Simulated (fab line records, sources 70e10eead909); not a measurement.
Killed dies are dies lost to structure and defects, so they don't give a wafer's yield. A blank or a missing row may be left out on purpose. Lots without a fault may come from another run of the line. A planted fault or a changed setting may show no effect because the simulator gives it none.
Which tool did it? | flow nand_harc | 14 lots, 42 wafers sampled, at 2 steps of a route of 1302

WHAT THE GAUGES READ, wafer by wafer
NHARC_P_M2_CD_MEAS_09: target cd 170 nm. Usual: cd_nm 170.0 nm, standard deviation 0.61.
lot  | measured     | on        | cd_nm (nm)        | flag
L635 | day 6 05:26  | cd_sem-03 | 169.1 170.0 168.9 |
L636 | day 6 20:32  | cd_sem-02 | 170.1 170.8 169.5 |
L639 | day 8 06:19  | cd_sem-02 | 170.1 169.6 169.8 |
L640 | day 8 20:01  | cd_sem-01 | 170.6 170.2 170.4 |
L642 | day 9 06:19  | cd_sem-02 | 169.4 170.3 170.1 |
L643 | day 9 23:40  | cd_sem-02 | 170.2 170.5 169.5 |
L645 | day 10 17:45 | cd_sem-02 | 170.7 170.4 171.2 |
L647 | day 11 13:06 | cd_sem-01 | 169.6 169.6 170.9 |
L648 | day 11 18:01 | cd_sem-02 | 170.5 169.2 169.9 |
L650 | day 12 11:09 | cd_sem-01 | 169.2 169.2 169.9 |
L649 | day 12 13:38 | cd_sem-02 | 169.9 170.2 170.5 |
L651 | day 13 04:12 | cd_sem-01 | 169.8 169.5 170.2 |
L657 | day 15 12:41 | cd_sem-01 | 169.7 169.0 170.1 |
L658 | day 15 20:46 | cd_sem-03 | 170.2 170.5 170.3 |

NHARC_P_M2_CD_MEAS_16. Usual: cd_nm 169.9 nm, standard deviation 0.84.
lot  | measured     | on        | cd_nm (nm)        | flag
L635 | day 6 05:56  | cd_sem-01 | 169.0 170.0 169.1 |
L636 | day 6 21:02  | cd_sem-03 | 170.6 170.9 168.8 |
L639 | day 8 06:48  | cd_sem-02 | 170.4 169.4 169.8 |
L640 | day 8 20:31  | cd_sem-01 | 170.3 169.8 171.2 |
L642 | day 9 06:49  | cd_sem-03 | 169.9 169.3 169.4 |
L643 | day 10 00:09 | cd_sem-01 | 171.1 169.7 169.8 |
L645 | day 10 18:14 | cd_sem-01 | 170.1 170.5 170.6 |
L647 | day 11 13:35 | cd_sem-02 | 169.5 169.6 171.8 |
L648 | day 11 18:30 | cd_sem-02 | 171.0 169.2 170.6 |
L650 | day 12 11:38 | cd_sem-01 | 169.3 168.9 169.6 |
L649 | day 12 14:07 | cd_sem-01 | 169.2 170.4 169.3 |
L651 | day 13 04:41 | cd_sem-03 | 169.7 169.1 169.9 |
L657 | day 15 13:10 | cd_sem-01 | 169.8 169.3 169.8 |
L658 | day 15 21:16 | cd_sem-02 | 170.1 170.2 169.6 |

WHICH TOOL RAN EACH LOT (tool, then ch and the chambers of the sampled wafers, then the start)
The record holds no process step before these readings.

WHAT THE TOOLS THEMSELVES READ (means of the sampled wafers that have a number; where no wafer has one, the mark that the record gives instead)
The record holds no such reading with a usual standard deviation.

THE ANSWER, worked out from the rows above alone
Rule: a lot is off if the mean of its wafers that have a number lies more than 3 standard deviations from the usual mean. A lot without any number at a reading at which 4 lots or more have one is off too. The other lots that the step has rows for count as sound. The gauges are gone through in route order, then the tools' own readings, and for those a lot's mean is taken as printed above. The first step at which some lot is off is used, and at that step the reading that is off furthest; a lot without a number counts as furthest.
No lot is off at any reading shown: from this, nothing can be told.

WHAT THE SIMULATOR HAD PUT IN
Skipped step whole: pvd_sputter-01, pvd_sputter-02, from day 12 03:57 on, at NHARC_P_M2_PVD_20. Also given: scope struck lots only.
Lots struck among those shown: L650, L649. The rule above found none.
